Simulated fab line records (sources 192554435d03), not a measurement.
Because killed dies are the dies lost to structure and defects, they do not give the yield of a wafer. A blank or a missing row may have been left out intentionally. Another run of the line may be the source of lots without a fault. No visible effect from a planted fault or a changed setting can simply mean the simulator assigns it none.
Chamber matching || flow n5Finfet || N5_BEOL_M0_STRIP_140 on rieDiel-01 has 4 sister chambers
The step strips in CF4. 8 wafers are shown with their chamber, then 8 later ones without.

== WAFERS PAIRED WITH THEIR CHAMBERS ==
{"wafer": "L082.2", "chamber": 3, "throttleValvePct (%)": 13.5, "showerheadPlenumPTorr (Torr)": 1.74}
{"wafer": "L083.1", "chamber": 0, "throttleValvePct (%)": 13.3, "showerheadPlenumPTorr (Torr)": 1.76}
{"wafer": "L083.3", "chamber": 1, "throttleValvePct (%)": 13.2, "showerheadPlenumPTorr (Torr)": 1.82}
{"wafer": "L083.6", "chamber": 2, "throttleValvePct (%)": 14.0, "showerheadPlenumPTorr (Torr)": 1.77}
{"wafer": "L088.1", "chamber": 3, "throttleValvePct (%)": 13.5, "showerheadPlenumPTorr (Torr)": 1.73}
{"wafer": "L088.2", "chamber": 2, "throttleValvePct (%)": 14.1, "showerheadPlenumPTorr (Torr)": 1.77}
{"wafer": "L088.6", "chamber": 0, "throttleValvePct (%)": 13.3, "showerheadPlenumPTorr (Torr)": 1.76}
{"wafer": "L090.3", "chamber": 1, "throttleValvePct (%)": 13.2, "showerheadPlenumPTorr (Torr)": 1.82}

== WAFERS WITH NO CHAMBER GIVEN ==
{"wafer": "L090.4", "throttleValvePct (%)": 13.3, "showerheadPlenumPTorr (Torr)": 1.76}
{"wafer": "L090.6", "throttleValvePct (%)": 14.1, "showerheadPlenumPTorr (Torr)": 1.77}
{"wafer": "L092.1", "throttleValvePct (%)": 14.1, "showerheadPlenumPTorr (Torr)": 1.77}
{"wafer": "L092.2", "throttleValvePct (%)": 13.5, "showerheadPlenumPTorr (Torr)": 1.73}
{"wafer": "L092.6", "throttleValvePct (%)": 13.2, "showerheadPlenumPTorr (Torr)": 1.82}
{"wafer": "L096.1", "throttleValvePct (%)": 13.4, "showerheadPlenumPTorr (Torr)": 1.75}
{"wafer": "L096.2", "throttleValvePct (%)": 13.5, "showerheadPlenumPTorr (Torr)": 1.73}
{"wafer": "L096.5", "throttleValvePct (%)": 13.5, "showerheadPlenumPTorr (Torr)": 1.73}

== EACH ONE'S CHAMBER ==
{"wafer": "L090.4", "from the rows above": 0, "in truth": 0}
{"wafer": "L090.6", "from the rows above": 2, "in truth": 2}
{"wafer": "L092.1", "from the rows above": 2, "in truth": 2}
{"wafer": "L092.2", "from the rows above": 3, "in truth": 3}
{"wafer": "L092.6", "from the rows above": 1, "in truth": 1}
{"wafer": "L096.1", "from the rows above": "can't be placed: 0 or 3", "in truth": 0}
{"wafer": "L096.2", "from the rows above": 3, "in truth": 3}
{"wafer": "L096.5", "from the rows above": 3, "in truth": 3}
Correct placement for 7 of the 8. From these rows, 1 cannot be placed; in 1 the true chamber is one of the candidates. Placed wrongly: 0.
How it was worked out, from the rows above alone: a wafer's distance from a chamber is the root of the sum, over the readings, of the square of ((its reading less the chamber's mean) divided by the reading's scatter). The wafer belongs to the nearest chamber; if the next one is less than 2 further off, it can't be placed. Each chamber's mean is taken over the wafers shown for it. The scatter: take each reading less its chamber's mean, square it, sum over the shown wafers, divide by the number of wafers less the number of chambers, and take the root.
